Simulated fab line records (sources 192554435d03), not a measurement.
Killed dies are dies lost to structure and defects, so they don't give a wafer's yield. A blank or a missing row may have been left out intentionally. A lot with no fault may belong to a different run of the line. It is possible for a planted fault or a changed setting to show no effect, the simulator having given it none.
Split-lot experiment ; flow n5 finfet ; 7 lots, 21 wafers read, on a route of 1938 steps

== THE SPLIT ITSELF ==
At N5_WELL_APT_PEB_06 (peb time 90 s), the setting peb temp c was moved away from the recipe's 130 C on 6 of the 21 wafers read, by -2.5% to -0.8%. This setting was run at the recipe's value on the other wafers.

== FROM THE SPLIT TO THE READING: what the file shows between them, 2 steps ==
- N5_WELL_APT_DEVELOP_07: develop time 45 s
- N5_WELL_APT_HARDBAKE_12: time 120 s

== THE READING ==
Shown in nm: cd nm at N5_WELL_APT_CD_MEAS_08, with target cd 200 nm. Fault-free wafers of this fab line usually give 200.8 nm, standard deviation 1.8 nm.

wafer;tool, chamber at the split;peb temp c as run, C;against the recipe;cd nm, nm;against lot-mates on the recipe
L075.1;litho track-01, 0;126.7;-2.5%;180.5;-21.7
L075.3;litho track-01, 0;130;recipe;202.2;-
L075.6;litho track-01, 0;126.7;-2.5%;183.1;-19.1
L076.2;litho track-05, 0;130;recipe;199.4;-
L076.4;litho track-05, 0;128;-1.5%;189.7;-9.7
L076.6;litho track-05, 0;128;-1.5%;190.2;-9.2
L084.2;litho track-01, 0;130;recipe;199.3;-
L084.5;litho track-01, 0;130;recipe;202.0;-
L084.6;litho track-01, 0;130;recipe;202.6;-
L085.2;litho track-01, 0;128.9;-0.8%;196.2;-2.3
L085.4;litho track-01, 0;128.9;-0.8%;194.8;-3.7
L085.6;litho track-01, 0;130;recipe;198.5;-
L089.3;litho track-03, 0;130;recipe;200.9;-
L089.5;litho track-03, 0;130;recipe;198.5;-
L089.6;litho track-03, 0;130;recipe;197.8;-
L091.2;litho track-05, 0;130;recipe;202.2;-
L091.4;litho track-05, 0;130;recipe;197.1;-
L091.6;litho track-05, 0;130;recipe;201.1;-
L097.1;litho track-01, 0;130;recipe;200.9;-
L097.3;litho track-01, 0;130;recipe;201.3;-
L097.5;litho track-01, 0;130;recipe;202.6;-

THE FIT
A straight line over all 21 wafers: cd nm changes by +7.15 nm for each +1% of peb temp c; r = +0.96; the points scatter about the line by 1.7 nm.
The same after taking each lot's own level away (the mean of its wafers on the recipe; 21 wafers): +7.41 nm for each +1%; r = +0.96; scatter 1.8 nm.
Per that fit: largest peb temp c move, reading shift of 19 nm.
From 198.50 to 202.20 nm: that is the span of the lots' own levels, equal to 2.1 times the standard deviation above.
The two slopes agree, so the slope changes little with the lot-to-lot level.
Check: -16.8 nm against its lot-mates is what the line predicts for one of the wafers moved furthest among these (-2.5%) when that wafer is left out of the fit. It came out at -21.7 nm against them.

== THE OTHER SPLITS THESE WAFERS WENT THROUGH ==
These wafers also went through other splits before the reading. Each is held against what the fit with the lots' levels taken away leaves over:
other split on the same wafers;wafers away from the commonest value;r with cd nm (lot level and that fit taken away)
N5_ZERO_LAYER_PECVD_02 time s;9;-0.02
N5_ZERO_LAYER_COAT_05 spin rpm;8;+0.24
N5_ZERO_LAYER_ETCH_18 bias w;6;+0.12

== THE WHOLE CHAIN: every reading that the file lists as answering this split, in the file's order ==
step;what it does;reading;change (the file's fit);r (the file's)
N5_WELL_APT_CD_MEAS_08;target cd 200 nm;cd nm;+7.24 nm for each +1% of the setting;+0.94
N5_WELL_APT_DESCUM_13;chemistry O2, time 7.9 s;WELL_APT.cd nm (the simulator's own value, which no gauge read);+7.27 nm for each +1% of the setting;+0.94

== FILE'S OWN FIT ==
cd nm changes by +7.24 nm for each +1% of peb temp c, r = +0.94.
